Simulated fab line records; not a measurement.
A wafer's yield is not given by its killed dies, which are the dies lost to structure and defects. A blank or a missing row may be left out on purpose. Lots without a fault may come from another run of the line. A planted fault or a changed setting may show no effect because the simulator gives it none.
fab line records | flow n5-finfet
record: lots: 8 wafers: 23 last-day: 18
route steps=1938 shown BEOL_M15@1804 PASSIVATION@1936
lots that met no fault: from a run of the same line without faults
start-h: hours from the record's opening day to when the first of the lot's shown wafers began | wait-h: hours elapsed since this lot's preceding step | " identical to the entry in the row above | L1.1+2: a single row standing in for several wafers | - no value present, or no start provided | * or withheld: withheld | < > ~ a bound
route shown NAME@n: names a module that has steps shown in the file, with the first one's number in the route | usual: mean and standard deviation over wafers with no fault | same: alike in all rows | chamber/n: place in a boat | sites: per-site readings | _std_site: how widely they spread, as a standard deviation | _edge_site: inner sites' mean taken away from outer sites' mean | radius-mm: how far each site lies from the wafer's centre | mask NAME#n: copy n | behind: the tool/chamber that last shaped the wafer | hold: why the lot was held/for how many hours/how that ended | device: transistor that didn't switch, given as n, p or np | end of line: tests run on the same wafers once the route is complete | a step given without rows: its recipe and nothing more | killed: dies lost to structure and defects at the first sort, not the wafer's yield | map: a wafer's dies, x killed, . not, _ none there
set.NAME: the run value of the setting; set.NAME@STEP: its run value at that earlier step | model.NAME: the simulator's own value behind a step, which no gauge read
one table for each step of the route and one row for each wafer, over a sample of lots
services: when a tool's chamber went out of use (start-h, in hours from the record's first day, below 0 if earlier), for how many hours, and the reason
== steps ==
step: N5_BEOL_M15_CD_MEAS_28
recipe: target-cd-nm: 407.6 landing-energy-ev: 500 detector: se-inlens
usual: cd-nm: 407.8/1.3
same: landing-energy-ev: 500
columns lot.wafer tool chamber start-h wait-h cd-nm
L494.2 cd-sem-01 0 294.43 - 405.9
L494.5 " 0 " " 405.3
L494.6 " 0 " " 406.2
L497.1 cd-sem-01 0 320.52 - 407.1
L497.2 " 0 " " 408.2
L497.5 " 0 " " 408.5
L499.3 cd-sem-03 0 327.75 - 409.2
L499.5 " 0 " " 407.3
L499.6 " 0 " " 407.9
L501.1 cd-sem-02 0 336.81 - 407.9
L501.3 " 0 " " 407.7
L501.6 " 0 " " 407.2
L502.1 cd-sem-02 0 341.24 - 409.5
L502.3 " 0 " " 409.3
L502.4 " 0 " " 408.2
L506.1 cd-sem-02 0 372.69 - 407.9
L506.4 " 0 " " 409.1
L506.6 " 0 " " 408.4
L508.2 cd-sem-01 0 376.90 - 407.4
L508.4 " 0 " " 408.0
L508.5 " 0 " " 407.1
L513.1 cd-sem-03 0 414.24 - 408.4
L513.4 " 0 " " 409.3
step: N5_BEOL_M15_TRENCH_ETCH_34
recipe: chemistry: C4F8/O2/Ar target: SiO2 target-depth-a: 8729.3 he-inner-torr: 15 he-outer-torr: 30 time-s: 199 ion-energy-ev: 800 pressure-mtorr: 20 source-w: 1905 bias-w: 2040 Ar_flow_sccm: 400 C4F8_flow_sccm: 16 O2_flow_sccm: 12
usual: chamber-pressure-mTorr: 19.999/0.018 drypump-motor-current-A: 5.7/0.38 oes-product-au: 0.76/0.078 rf-vpp-V: 2221/18 showerhead-plenum-p-Torr: 3.43/0.12 throttle-valve-pct: 31.04/0.19
columns lot.wafer tool chamber start-h wait-h chamber-pressure-mTorr drypump-motor-current-A oes-product-au rf-hours-counter-h rf-vpp-V showerhead-plenum-p-Torr throttle-valve-pct
L494.2 rie-diel-03 3 294.60 0.0 19.987 5.5 0.69 207 2235 3.55 31.13
L494.5 " 0 " " 20.026 6.0 0.78 - 2230 3.58 30.97
L494.6 " 3 " " 19.988 5.5 0.69 - 2235 3.55 31.09
L497.1 rie-diel-03 2 320.70 0.0 19.971 5.7 0.67 245 2222 3.28 31.05
L497.2 " 3 " " 19.985 5.5 0.69 215 2235 3.55 31.11
L497.5 " 2 " " 20.021 5.7 0.67 - 2222 3.28 31.03
L499.3 rie-diel-05 1 327.96 0.0 20.028 5.4 0.83 77 2235 3.48 30.78
L499.5 " 2 " " 20.006 6.2 0.88 - 2225 3.36 30.95
L499.6 " 1 " " 20.038 5.4 0.84 - 2236 3.48 30.79
L501.1 rie-diel-05 2 338.92 0.0 20.004 6.2 0.87 53 2223 3.36 30.93
L501.3 " 3 " " 19.966 6.4 0.73 194 2235 3.41 31.26
L501.6 " 2 " " 19.991 6.2 0.87 - 2224 3.36 30.95
L502.1 rie-diel-05 3 341.41 0.0 19.984 6.4 0.72 196 2236 3.41 31.27
L502.3 " 2 " " 20.019 6.2 0.86 54 2224 3.36 30.94
L502.4 " 1 " " 19.990 5.4 0.83 - 2234 3.48 30.79
L506.1 rie-diel-03 1 372.87 0.0 20.015 5.7 0.69 226 2203 3.41 31.41
L506.4 " 0 " " 20.007 5.9 0.76 - 2229 3.56 30.97
L506.6 " 3 " " 20.004 5.6 0.67 - 2233 3.54 31.13
L508.2 rie-diel-03 0 377.08 0.0 20.036 5.8 0.76 148 2229 3.56 30.98
L508.4 " 1 " " 19.978 5.7 0.69 - 2202 3.41 31.41
L508.5 " 0 " " 20.014 5.9 0.76 - 2228 3.56 30.99
L513.1 rie-diel-03 1 414.91 0.0 20.004 5.7 0.67 236 2202 3.41 31.42
L513.4 " 0 " " 19.991 6.0 0.75 156 2229 3.56 30.98
step: N5_BEOL_M15_DEGAS_41
recipe: ambient: vacuum temp-c: 300 time-s: 60
usual: heater-power-w: 476/54
same: time-s: 60
columns lot.wafer tool chamber start-h wait-h heater-power-w
L494.2 pvd-sputter-03 - 297.47 0.3 418
L494.5 " - " " 438
L494.6 " - " " 466
L497.1 pvd-sputter-03 - 322.82 1.6 454
L497.2 " - " " 429
L497.5 " - " " 398
L499.3 pvd-sputter-01 - 330.10 0.0 487
L499.5 " - " " 564
L499.6 " - " " 513
L501.1 pvd-sputter-01 - 339.78 0.1 571
L501.3 " - " " 503
L501.6 " - " " 495
L502.1 pvd-sputter-01 - 342.92 0.5 470
L502.3 " - " " 488
L502.4 " - " " 579
L506.1 pvd-sputter-03 - 374.26 0.8 404
L506.4 " - " " 467
L506.6 " - " " 430
L508.2 pvd-sputter-03 - 379.57 0.2 401
L508.4 " - " " 402
L508.5 " - " " 409
L513.1 pvd-sputter-01 - 419.42 0.2 592
L513.4 " - " " 483
step: N5_BEOL_M15_THK_MEAS_50
recipe: thk-meas-gauge: xrf reads: Cu_of_BEOL_M15_ECD_47
usual: M15_THK: 858/11
columns lot.wafer tool chamber start-h wait-h M15_THK[nm]
L494.2 film-metro-01 - 298.68 - 845
L494.5 " - " " 860
L494.6 " - " " 846
L497.1 film-metro-02 - 324.12 - 863
L497.2 " - " " 859
L497.5 " - " " 856
L499.3 film-metro-02 - 331.45 - 866
L499.5 " - " " 871
L499.6 " - " " 873
L501.1 film-metro-02 - 341.12 - 857
L501.3 " - " " 852
L501.6 " - " " 865
L502.1 film-metro-02 - 344.85 - 865
L502.3 " - " " 863
L502.4 " - " " 866
L506.1 film-metro-01 - 375.71 - 851
L506.4 " - " " 859
L506.6 " - " " 849
L508.2 film-metro-01 - 381.36 - 855
L508.4 " - " " 862
L508.5 " - " " 858
L513.1 film-metro-02 - 420.61 - 639
L513.4 " - " " 849
step: N5_BEOL_M15_RS_MEAS_54
recipe: thk-meas-gauge: four-point-probe reads: Cu_of_BEOL_M15_ECD_47+Ta_of_BEOL_M15_SPUTTER_44+TaN_of_BEOL_M15_SPUTTER_43
usual: M15_RS: 0.02162/0.00026
columns lot.wafer tool chamber start-h wait-h M15_RS[ohm/sq]
L494.2 film-metro-02 - 298.81 0.1 0.02173
L494.5 " - " " 0.02147
L494.6 " - " " 0.02185
L497.1 film-metro-01 - 324.26 0.1 0.02161
L497.2 " - " " 0.02169
L497.5 " - " " 0.02178
L499.3 film-metro-02 - 331.57 0.1 0.0216
L499.5 " - " " 0.02143
L499.6 " - " " 0.0213
L501.1 film-metro-01 - 341.25 0.0 0.02163
L501.3 " - " " 0.02183
L501.6 " - " " 0.02144
L502.1 film-metro-02 - 344.98 0.0 0.02162
L502.3 " - " " 0.02147
L502.4 " - " " 0.02151
L506.1 film-metro-01 - 375.84 0.0 0.02178
L506.4 " - " " 0.02161
L506.6 " - " " 0.02192
L508.2 film-metro-01 - 381.49 0.1 0.02197
L508.4 " - " " 0.02175
L508.5 " - " " 0.02179
L513.1 film-metro-02 - 420.74 0.0 0.02925
L513.4 " - " " 0.02199
step: N5_BEOL_M15_RC_MEAS_101
usual: COMB_M10: 1.5e-11/3.1e-12 COMB_M11: 1.56e-11/2.9e-12 COMB_M12: 7.3e-12/1.3e-12 COMB_M13: 6e-12/1.1e-12 COMB_M14: 4.7e-12/7.3e-13 COMB_M5: 3.6e-11/6.9e-12 COMB_M6: 2.8e-11/5.6e-12 COMB_M7: 2.6e-11/5.2e-12 COMB_M7_max_site: 3.7e-11/8.9e-12 COMB_M8: 2.7e-11/4.9e-12 COMB_M9: 1.44e-11/2.9e-12 SERP_M10: 3.10/0.07 SERP_M11: 3.10/0.068 SERP_M12: 0.641/0.011 SERP_M13: 0.309/0.0058 SERP_M14: 0.1606/0.0025 SERP_M5: 38.6/1.5 SERP_M5_max_site: 40.1/1.7 SERP_M6: 13.9/0.47 SERP_M7: 13.8/0.44 SERP_M8: 13.9/0.4 SERP_M9: 3.08/0.062
columns lot.wafer tool chamber start-h wait-h COMB_M10[S/m] COMB_M11[S/m] COMB_M12[S/m] COMB_M13[S/m] COMB_M14[S/m] COMB_M5[S/m] COMB_M6[S/m] COMB_M7[S/m] COMB_M7_max_site[S/m] COMB_M8[S/m] COMB_M9[S/m] SERP_M10[ohm/um] SERP_M11[ohm/um] SERP_M12[ohm/um] SERP_M13[ohm/um] SERP_M14[ohm/um] SERP_M5[ohm/um] SERP_M5_max_site[ohm/um] SERP_M6[ohm/um] SERP_M7[ohm/um] SERP_M8[ohm/um] SERP_M9[ohm/um]
L494.2 prober-01 0 299.01 0.2 1.7e-11 1.85e-11 7.7e-12 4.9e-12 5.1e-12 3.3e-11 3.8e-11 2.9e-11 4e-11 2.2e-11 1.25e-11 3.01 3.13 0.654 0.307 0.1599 37.4 38.1 14.3 14.0 13.6 3.04
L494.5 " 0 " " 1.4e-11 1.74e-11 6.8e-12 6.3e-12 4.7e-12 3.6e-11 2.7e-11 2.4e-11 3.9e-11 2.1e-11 1.58e-11 3.01 3.13 0.633 0.316 0.1630 37.1 38.0 13.6 14.3 13.1 3.08
L494.6 " 0 " " 1.5e-11 1.33e-11 6.4e-12 5.7e-12 5.4e-12 3.9e-11 2.9e-11 3.6e-11 3.9e-11 2.6e-11 1.1e-11 3.12 3.09 0.633 0.311 0.1592 39.5 40.6 14.0 14.4 14.0 3.13
L497.1 prober-01 0 324.66 0.4 1.5e-11 1.65e-11 7.1e-12 4.6e-12 4.9e-12 2.5e-11 2.2e-11 3e-11 4.1e-11 2.9e-11 1.46e-11 2.94 3.17 0.631 0.320 0.1622 36.1 37.4 13.2 13.4 13.8 3.05
L497.2 " 0 " " 1.7e-11 1.9e-11 6.1e-12 5.7e-12 3.4e-12 2.6e-11 2.8e-11 3.2e-11 5.3e-11 2.3e-11 1.22e-11 2.96 3.07 0.633 0.315 0.1604 37.3 39.7 13.5 13.8 13.5 3.05
L497.5 " 0 " " 1.3e-11 1.7e-11 8e-12 5.4e-12 3.6e-12 2.8e-11 2.5e-11 2.8e-11 4.8e-11 2.5e-11 1.2e-11 2.96 3.10 0.634 0.318 0.1622 37.0 39.2 13.7 13.6 13.8 3.05
L499.3 prober-01 0 331.93 0.3 2.3e-11 1.2e-11 5.6e-12 5.4e-12 4.2e-12 4.5e-11 2.2e-11 3e-11 3.5e-11 2.9e-11 1.03e-11 3.08 3.10 0.652 0.301 0.1591 37.4 38.9 12.9 14.2 14.9 3.06
L499.5 " 0 " " 1.9e-11 1.29e-11 8.6e-12 5e-12 4.1e-12 5.1e-11 2.3e-11 2.5e-11 3.3e-11 1.7e-11 1.38e-11 3.17 3.08 0.660 0.306 0.1609 38.9 39.8 13.3 13.6 14.2 3.15
L499.6 " 0 " " 1.6e-11 1.6e-11 7.5e-12 4.5e-12 5e-12 3.6e-11 2.1e-11 2.3e-11 2.8e-11 2.7e-11 2.07e-11 3.03 3.16 0.635 0.311 0.1601 40.0 41.1 12.5 13.2 13.8 3.05
L501.1 prober-02 0 341.30 0.0 1e-11 1.85e-11 6.4e-12 5.5e-12 5.3e-12 3.5e-11 2.2e-11 3e-11 3.3e-11 3.2e-11 1.08e-11 2.97 3.02 0.646 0.309 0.1620 39.1 41.1 14.0 13.5 14.1 3.15
L501.3 " 0 " " 2.3e-11 1.68e-11 5.5e-12 6.3e-12 4.8e-12 3e-11 2.8e-11 1.9e-11 2.6e-11 3.4e-11 1.82e-11 3.06 3.08 0.652 0.308 0.1613 39.3 41.4 13.6 13.6 13.2 3.14
L501.6 " 0 " " 1.7e-11 1.35e-11 7.5e-12 5e-12 4.8e-12 3.4e-11 2.9e-11 3.1e-11 5.5e-11 2.9e-11 1.54e-11 3.19 3.08 0.643 0.311 0.1627 39.8 42.1 13.7 13.2 13.4 3.11
L502.1 prober-01 0 345.03 0.0 1.5e-11 1.44e-11 6.9e-12 4.6e-12 3.9e-12 2.4e-11 3.1e-11 1.7e-11 2.1e-11 3.2e-11 1.34e-11 3.03 3.06 0.635 0.313 0.1643 38.7 40.1 13.9 14.5 13.7 3.04
L502.3 " 0 " " 1.8e-11 1.44e-11 5.6e-12 7.2e-12 3.8e-12 3.3e-11 2.6e-11 1.8e-11 2.6e-11 2.5e-11 1.12e-11 3.09 3.06 0.636 0.306 0.1651 37.0 39.0 14.5 13.6 14.1 3.21
L502.4 " 0 " " 1.8e-11 1.91e-11 6e-12 5e-12 3.2e-12 2.3e-11 3.8e-11 2.6e-11 3.7e-11 3.6e-11 1.39e-11 3.18 3.06 0.639 0.303 0.1623 35.2 36.7 14.2 13.6 14.4 3.13
L506.1 prober-02 0 375.89 0.0 1.7e-11 1.05e-11 5.9e-12 5.7e-12 5.2e-12 4.3e-11 3.3e-11 3e-11 3.5e-11 2.2e-11 1.48e-11 3.12 3.06 0.623 0.310 0.1626 38.7 39.6 13.8 13.3 14.3 2.97
L506.4 " 0 " " 1.9e-11 1.38e-11 7.4e-12 4.7e-12 3.6e-12 3.9e-11 2.2e-11 2e-11 2.3e-11 2.4e-11 1.48e-11 3.19 3.20 0.631 0.306 0.1638 41.0 42.5 13.7 13.7 13.8 3.05
L506.6 " 0 " " 1.4e-11 1.01e-11 5.7e-12 5.4e-12 5.4e-12 4.4e-11 2.4e-11 1.9e-11 3.4e-11 2e-11 1.28e-11 3.09 3.14 0.624 0.308 0.1591 39.6 40.7 13.5 13.5 13.9 3.00
L508.2 prober-01 0 381.69 0.2 1.7e-11 1.77e-11 7e-12 6.1e-12 4.1e-12 5.1e-11 2.5e-11 2e-11 4e-11 3.4e-11 1.12e-11 3.15 3.07 0.628 0.309 0.1606 41.1 42.4 14.0 13.0 14.3 3.08
L508.4 " 0 " " 1.6e-11 1.72e-11 7.6e-12 5.3e-12 5.2e-12 4.4e-11 3.4e-11 2.8e-11 3.2e-11 2.8e-11 1.21e-11 2.94 3.10 0.647 0.304 0.1617 39.1 40.6 13.5 13.4 13.8 3.14
L508.5 " 0 " " 1.3e-11 2.01e-11 9.7e-12 6.5e-12 5.3e-12 2.8e-11 3e-11 3.3e-11 4.4e-11 4.2e-11 1.54e-11 3.18 3.08 0.632 0.313 0.1582 41.4 43.5 14.3 13.1 13.9 3.14
L513.1 prober-02 0 420.79 0.0 1.3e-11 1.2e-11 6.6e-12 6.6e-12 3.5e-12 3.9e-11 2.7e-11 2.9e-11 4.3e-11 2e-11 2.28e-11 3.09 3.05 0.635 0.313 0.1606 37.2 38.3 14.9 13.9 13.6 3.10
L513.4 " 0 " " 1.2e-11 1.49e-11 7.4e-12 5.8e-12 4e-12 3.7e-11 2.8e-11 2.8e-11 3.6e-11 3.1e-11 1.73e-11 3.10 3.06 0.649 0.315 0.1597 37.8 39.2 14.3 13.9 14.4 3.11
step: N5_PASSIVATION_PROBE_49
usual: defect-limited-yield: 91.2/1.3 killed_at_M0_to_M3: 34/9.2 killed_at_M4_up: 14/5 killed-at-contacts: 13/6.7 killed-at-front-end: 39/12 killed-at-other: 4/3.3 killed-dies: 104/15 killed-open: 68/12 killed-short: 34/7.5 sort_bin_5_function: 5.2/0.87 sort_bin_6_memory: 3.3/0.63 sort_bin_8_speed: 0/0 sort-n-pass: 1076/15
same: gross-dies: 1180 killed-at-back-side: 0 sort_bin_4_leakage[%]: 0
columns lot.wafer tool chamber start-h wait-h defect-limited-yield[%] killed_at_M0_to_M3 killed_at_M4_up killed-at-contacts killed-at-front-end killed-at-other killed-dies killed-open killed-short sort_bin_5_function[%] sort_bin_6_memory[%] sort_bin_8_speed[%] sort-n-pass
L494.2 prober-01 - 316.19 0.1 91.8 28 16 20 32 1 97 67 29 4.6 3.0 0 1083
L494.5 prober-01 - 316.34 0.2 89.8 63 16 8 30 3 120 64 53 5.3 4.2 0 1060
L494.6 prober-01 - 316.39 0.3 90.7 31 12 12 51 4 110 69 39 5.5 3.4 0 1070
L497.1 prober-01 - 341.28 0.0 91.4 25 19 12 40 6 102 60 37 5.1 3.1 0 1078
L497.2 prober-01 - 341.33 0.1 88.2 30 16 19 72 2 139 106 31 7.2 4.4 0 1041
L497.5 prober-01 - 341.48 0.2 89.3 31 21 9 61 4 126 82 39 5.5 4.9 0 1054
L499.3 prober-01 - 350.22 0.1 91.7 34 13 11 26 14 98 60 36 5.0 3.1 0 1082
L499.5 prober-01 - 350.32 0.2 89.7 37 20 15 48 1 121 86 31 6.6 3.6 0 1059
L499.6 prober-01 - 350.37 0.3 91.4 31 16 13 38 3 101 68 30 4.6 3.7 0 1079
L501.1 prober-01 - 353.42 0.0 87.7 43 11 20 67 4 145 87 54 6.5 5.3 0 1035
L501.3 prober-01 - 353.52 0.1 89.9 37 12 13 54 3 119 68 48 6.4 3.2 0 1061
L501.6 prober-01 - 353.67 0.3 89.2 41 9 22 54 1 127 76 48 5.8 4.6 0 1053
L502.1 prober-01 - 360.90 0.0 90.6 30 22 8 32 19 111 84 26 5.5 3.7 0 1069
L502.3 prober-01 - 361.00 0.1 91.3 39 23 7 25 9 103 63 37 5.0 3.4 0 1077
L502.4 prober-01 - 361.05 0.2 90.3 49 30 6 23 7 115 81 34 5.6 3.9 0 1065
L506.1 prober-02 - 392.50 0.0 92.9 18 11 9 45 1 84 65 19 4.0 2.9 0 1096
L506.4 prober-02 - 392.65 0.2 89.7 27 15 8 66 5 121 85 36 6.8 3.2 0 1059
L506.6 prober-02 - 392.75 0.3 93.1 24 8 19 26 4 81 53 28 4.4 2.4 0 1099
L508.2 prober-02 - 395.86 0.1 90.9 33 10 8 53 3 107 52 53 5.3 3.1 0 1073
L508.4 prober-02 - 395.96 0.2 92.4 26 7 22 29 6 90 63 26 4.3 3.1 0 1090
L508.5 prober-02 - 396.01 0.2 92.6 16 9 23 33 6 87 55 31 4.6 2.5 0 1093
L513.1 prober-01 - 435.61 0.0 91.5 35 14 20 25 6 100 66 28 5.0 2.8 0.17 1080
L513.4 prober-01 - 435.76 0.2 92.5 29 20 10 29 1 89 66 19 4.5 3.0 0 1091
killed by level:class
L494.2 MOL_CONTACT_COAG:geometric-particle:open=16 FIN_SAQP:geometric-particle:open=10 BEOL_M2:geometric-particle:open=8 BEOL_M4:geometric-particle:open=8 BEOL_M3:geometric-particle:open=6 STI_FIN_REVEAL:geometric-particle:open=5 GATE_CUT:geometric-particle:short=5 MOL_CONTACT_COAG:geometric-particle:short=4
L494.5 BEOL_M3:geometric-particle:short=14 BEOL_M3:geometric-particle:open=12 BEOL_M2:geometric-particle:short=10 BEOL_M4:geometric-particle:open=9 BEOL_M0_SAQP:geometric-particle:open=8 BEOL_M2:geometric-particle:open=7 FIN_SAQP:geometric-particle:short=6 MOL_CONTACT_COAG:geometric-particle:open=6
L494.6 FIN_SAQP:geometric-particle:open=17 FIN_SAQP:geometric-particle:short=14 STI_FIN_REVEAL:geometric-particle:open=7 MOL_CONTACT_COAG:geometric-particle:open=7 BEOL_M1:geometric-particle:open=6 BEOL_M4:geometric-particle:open=6 STARTING-WAFER:geometric-particle:open=5 MOL_CONTACT_COAG:geometric-particle:short=5
L497.1 MOL_CONTACT_COAG:geometric-particle:open=10 FIN_SAQP:geometric-particle:short=8 STI_FIN_REVEAL:geometric-particle:open=7 BEOL_M4:geometric-particle:open=7 BEOL_M3:geometric-particle:open=6 FIN_SAQP:geometric-particle:open=5 BEOL_M0_SAQP:geometric-particle:short=5 GATE_CUT:geometric-particle:short=4
L497.2 FIN_SAQP:geometric-particle:open=34 MOL_CONTACT_COAG:geometric-particle:open=16 STI_FIN_REVEAL:geometric-particle:open=11 FIN_SAQP:geometric-particle:short=9 BEOL_M3:geometric-particle:open=8 BEOL_M0_SAQP:geometric-particle:open=6 BEOL_M2:geometric-particle:open=6 DUMMY_GATE:geometric-particle:open=4
L497.5 STI_FIN_REVEAL:geometric-particle:open=15 FIN_SAQP:geometric-particle:open=14 FIN_SAQP:geometric-particle:short=9 BEOL_M4:geometric-particle:open=9 BEOL_M0_SAQP:geometric-particle:short=7 BEOL_M0_SAQP:geometric-particle:open=6 BEOL_M2:geometric-particle:open=6 GATE_CUT:geometric-particle:short=5
L499.3 MOL_CONTACT_COAG:geometric-particle:open=10 BEOL_M0_SAQP:geometric-particle:short=9 BEOL_M4:geometric-particle:open=9 BEOL_M1:geometric-particle:open=6 BEOL_M0_SAQP:geometric-particle:open=6 BEOL_M3:geometric-particle:open=6 FIN_SAQP:geometric-particle:short=4 STI_FIN_REVEAL:geometric-particle:open=4
L499.5 STI_FIN_REVEAL:geometric-particle:open=14 MOL_CONTACT_COAG:geometric-particle:open=12 BEOL_M4:geometric-particle:open=12 BEOL_M1:geometric-particle:open=10 BEOL_M2:geometric-particle:open=8 FIN_SAQP:geometric-particle:short=7 DUMMY_GATE:geometric-particle:open=7 BEOL_M0_SAQP:geometric-particle:open=7
L499.6 MOL_CONTACT_COAG:geometric-particle:open=12 BEOL_M0:geometric-particle:open=8 FIN_SAQP:geometric-particle:open=7 BEOL_M0_SAQP:geometric-particle:short=7 FIN_SAQP:geometric-particle:short=6 BEOL_M4:geometric-particle:open=6 STI_FIN_REVEAL:geometric-particle:open=4 BEOL_M3:geometric-particle:open=4
L501.1 STI_FIN_REVEAL:geometric-particle:open=21 MOL_CONTACT_COAG:geometric-particle:open=16 BEOL_M0_SAQP:geometric-particle:short=14 FIN_SAQP:geometric-particle:short=13 FIN_SAQP:geometric-particle:open=9 BEOL_M0_SAQP:geometric-particle:open=9 BEOL_M2:geometric-particle:open=6 BEOL_M3:geometric-particle:open=6
L501.3 FIN_SAQP:geometric-particle:short=20 BEOL_M2:geometric-particle:open=11 FIN_SAQP:geometric-particle:open=10 STI_FIN_REVEAL:geometric-particle:open=7 MOL_CONTACT_COAG:geometric-particle:short=7 BEOL_M3:geometric-particle:open=7 MOL_CONTACT_COAG:geometric-particle:open=6 BEOL_M0_SAQP:geometric-particle:short=6
L501.6 FIN_SAQP:geometric-particle:short=15 FIN_SAQP:geometric-particle:open=13 BEOL_M2:geometric-particle:open=11 MOL_CONTACT_COAG:geometric-particle:open=11 MOL_CONTACT_COAG:geometric-particle:short=11 BEOL_M0_SAQP:geometric-particle:open=10 STI_FIN_REVEAL:geometric-particle:open=6 BEOL_M3:geometric-particle:open=6
L502.1 BEOL_M2:geometric-particle:open=11 BEOL_M4:geometric-particle:open=11 STI_FIN_REVEAL:geometric-particle:open=8 MIM_TOP_ETCH:geometric-particle:open=8 MOL_CONTACT_COAG:geometric-particle:open=7 BEOL_M1:geometric-particle:open=7 MIM_TOP_ETCH:geometric-particle:short=6 FIN_SAQP:geometric-particle:open=4
L502.3 BEOL_M3:geometric-particle:open=11 BEOL_M2:geometric-particle:open=9 FIN_SAQP:geometric-particle:short=5 BEOL_M5:geometric-particle:open=5 GATE_CUT:geometric-particle:short=5 BEOL_M0_SAQP:geometric-particle:short=5 BEOL_M1:geometric-particle:open=5 MOL_CONTACT_COAG:geometric-particle:short=4
L502.4 BEOL_M2:geometric-particle:open=16 BEOL_M4:geometric-particle:open=12 BEOL_M3:geometric-particle:open=7 MOL_CONTACT_COAG:geometric-particle:open=5 BEOL_M0_SAQP:geometric-particle:open=5 BEOL_M0_SAQP:geometric-particle:short=5 BEOL_M1:geometric-particle:open=5 BEOL_M6:geometric-particle:open=5
L506.1 STI_FIN_REVEAL:geometric-particle:open=22 MOL_CONTACT_COAG:geometric-particle:open=9 BEOL_M3:geometric-particle:open=8 FIN_SAQP:geometric-particle:open=6 BEOL_M4:geometric-particle:open=5 STI_FIN_REVEAL:geometric-particle:short=4 BEOL_M0_SAQP:geometric-particle:short=4 STARTING-WAFER:geometric-particle:open=4
L506.4 STI_FIN_REVEAL:geometric-particle:open=29 MOL_CONTACT_COAG:geometric-particle:open=7 BEOL_M0_SAQP:geometric-particle:short=7 FIN_SAQP:geometric-particle:short=6 FIN_SAQP:geometric-particle:open=6 GATE_CUT:geometric-particle:short=6 BEOL_M0_SAQP:geometric-particle:open=6 BEOL_M5:geometric-particle:open=6
L506.6 MOL_CONTACT_COAG:geometric-particle:open=17 BEOL_M3:geometric-particle:open=6 FIN_SAQP:geometric-particle:short=5 STI_FIN_REVEAL:geometric-particle:open=5 BEOL_M2:geometric-particle:open=4 BEOL_M5:geometric-particle:open=4 GATE_CUT:geometric-particle:short=3 BEOL_M0_SAQP:geometric-particle:open=3
L508.2 FIN_SAQP:geometric-particle:short=25 FIN_SAQP:geometric-particle:open=14 BEOL_M0_SAQP:geometric-particle:short=8 MOL_CONTACT_COAG:geometric-particle:open=6 BEOL_M0_SAQP:geometric-particle:open=6 BEOL_M2:geometric-particle:open=5 DUMMY_GATE:geometric-particle:open=3 DUMMY_GATE:geometric-particle:short=3
L508.4 MOL_CONTACT_COAG:geometric-particle:open=20 FIN_SAQP:geometric-particle:open=9 BEOL_M0_SAQP:geometric-particle:open=8 BEOL_M1:geometric-particle:open=6 STI_FIN_REVEAL:geometric-particle:open=4 BEOL_M0_SAQP:geometric-particle:short=4 PAD_METAL:geometric-particle:short=4 STARTING-WAFER:geometric-particle:short=3
L508.5 MOL_CONTACT_COAG:geometric-particle:open=17 FIN_SAQP:geometric-particle:open=13 FIN_SAQP:geometric-particle:short=8 MOL_CONTACT_COAG:geometric-particle:short=6 BEOL_M3:geometric-particle:short=4 STI_FIN_REVEAL:geometric-particle:short=3 DUMMY_GATE:geometric-particle:open=3 MIM_TOP:geometric-particle:open=3
L513.1 MOL_CONTACT_COAG:geometric-particle:open=17 BEOL_M0_SAQP:geometric-particle:open=10 BEOL_M3:geometric-particle:open=7 STI_FIN_REVEAL:geometric-particle:open=5 BEOL_M0_SAQP:geometric-particle:short=5 FIN_SAQP:geometric-particle:open=4 FIN_SAQP:geometric-particle:short=4 BEOL_M1:geometric-particle:open=4
L513.4 STI_FIN_REVEAL:geometric-particle:open=15 BEOL_M4:geometric-particle:open=11 BEOL_M1:geometric-particle:open=9 MOL_CONTACT_COAG:geometric-particle:open=8 BEOL_M0_SAQP:geometric-particle:short=7 BEOL_M0_SAQP:geometric-particle:open=5 STI_FIN_REVEAL:geometric-particle:short=3 BEOL_M1:geometric-particle:short=3
== services ==
columns tool chamber start-h hours kind
rie-diel-05 2 281.14 7.1 repair
rie-diel-03 1 312.30 15.5 repair
rie-diel-05 3 315.21 3.1 repair
rie-diel-05 0 321.37 - clean
rie-diel-05 0 321.37 - consumable-replace:focus-ring
rie-diel-05 0 321.37 26.0 scheduled-down
rie-diel-05 0 321.37 26.0 vent-cycle
rie-diel-03 - 327.21 28.1 pm
rie-diel-05 - 329.22 0.3 repair
rie-diel-03 2 358.60 - clean
rie-diel-03 2 358.60 - consumable-replace:focus-ring
rie-diel-03 2 358.60 - consumable-replace:showerhead
rie-diel-03 2 358.60 21.6 scheduled-down
rie-diel-03 2 358.60 21.6 vent-cycle
rie-diel-03 - 374.24 1.1 repair
rie-diel-05 3 381.29 7.0 repair
rie-diel-03 - 408.89 2.8 pm
== key ==
first-sign: step: N5_BEOL_M15_THK_MEAS_50 reading: M15_THK direction: down sigmas: 20 usual: 858 struck: 639
effect: step: N5_BEOL_M15_RS_MEAS_54 reading: M15_RS direction: up sigmas: 29 usual: 0.02162 struck: 0.02925
met-at N5_BEOL_M15_TRENCH_ETCH_34
struck-lots L513
struck-wafers L513.1
not-acting-at N5_BEOL_M15_CD_MEAS_28,N5_BEOL_M15_DEGAS_41,N5_BEOL_M15_RC_MEAS_101
onset-between 377.08 414.91
fault: kind: process-parameter-drift tool: rie-diel-03 chamber: - onset-h: 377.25 steps: N5_BEOL_M15_TRENCH_ETCH_34 channel: time-s offset: * shape: step end-h: 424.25 scope: struck-wafers-only acts-in: * stated: *
